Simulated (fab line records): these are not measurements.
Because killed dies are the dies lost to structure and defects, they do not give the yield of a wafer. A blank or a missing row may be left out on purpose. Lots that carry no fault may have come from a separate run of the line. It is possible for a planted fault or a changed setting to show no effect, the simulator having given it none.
Struck lot and sound lot, side by side ; flow nandHarc ; 14 out of 1302 route steps
Sound: these wafers, L337.1, L337.2, L337.4. The struck wafers were L357.2, L357.4, L357.5. The cause is named last.
Per side, at each step with rows, come the tool, then ch with its chambers, and then its first start. Under that, the readings that differ: sound wafers ; struck wafers ; difference of the means ; sigmas: that difference in standard deviations of wafers without a fault.
alike: readings whose means differ by less than 2 such deviations, and words and numbers that are the same on both sides. not compared: withheld readings, readings that some wafer has no value for, bounds like >300 that may hide the same value, and numbers for which the record gives no deviation and whose values overlap.
A row with sigmas, a row that says differs or no value, or rows on one side alone: a step with any of these is where the two part. Non-overlapping numbers with no deviation appear without sigmas and do not part them. A reading that every wafer of one side lacks parts them only if that side has two wafers or more.

NHARC_P_GATE_CD_MEAS_59: the cd target is 720 nm.
  sound on cdSem-01 ch 0, day 5 14:47; struck on cdSem-01 ch 0, day 14 00:50
  alike: cdNm
then, 1 step without rows for these wafers: NHARC_P_GATE_HARDBAKE_60 (time 80 s).
NHARC_P_GATE_DESCUM_61: chemistry O2, time 3 s.
  sound on rieDiel-10 ch 1,2,3, day 5 14:57; struck on rieDiel-12 ch 0,1,2, day 14 01:01
  alike: drypumpMotorCurrentA, oesProductAu, rfVppV, showerheadPlenumPTorr, throttleValvePct
  not compared: rfHoursCounterH
next, for these wafers, 1 step has no rows: NHARC_P_GATE_IMPLANT_62.
NHARC_P_GATE_STRIP_112: strips in N2/H2, time 200 s.
  sound on plasmaAsher-02 ch 0,1, day 5 15:19; struck on plasmaAsher-01 ch 0,1, day 14 01:22
  alike: drypumpMotorCurrentA, heaterPowerW
  not compared: rfHoursCounterH
NHARC_P_GATE_STRIP_76: strips in O2.
  sound on plasmaAsher-02 ch 0,1, day 5 15:34; struck on plasmaAsher-01 ch 0,1, day 14 01:37
  alike: drypumpMotorCurrentA, heaterPowerW
  not compared: rfHoursCounterH
then, 6 steps without rows for these wafers: NHARC_P_GATE_STRIP_63 (strips in SPM, time 900 s); NHARC_P_GATE_DEHYDRATE_83 (time 120 s); NHARC_P_GATE_HMDS_84 (time 30 s); NHARC_P_GATE_COAT_85; NHARC_P_GATE_SOFTBAKE_86 (time 95 s); NHARC_P_GATE_EBR_87.
NHARC_P_GATE_EXPOSE_88: exposes mask P HVN, target cd 2000 nm.
  sound on krfScanner-01 ch 0, day 5 16:13; struck on krfScanner-04 ch 0, day 14 02:23
reading;sound;struck;difference;sigmas
model.P_GATE.overlayXNm (nm);-1.435 -1.435 -1.435;-150.6 -150.6 -150.6;-149.2;
  alike: mask
then, 1 step without rows for these wafers: NHARC_P_GATE_PEB_89 (peb time 85 s).

## WHERE THEY PART
Nowhere in this record.

WHY: the cause the simulator had injected
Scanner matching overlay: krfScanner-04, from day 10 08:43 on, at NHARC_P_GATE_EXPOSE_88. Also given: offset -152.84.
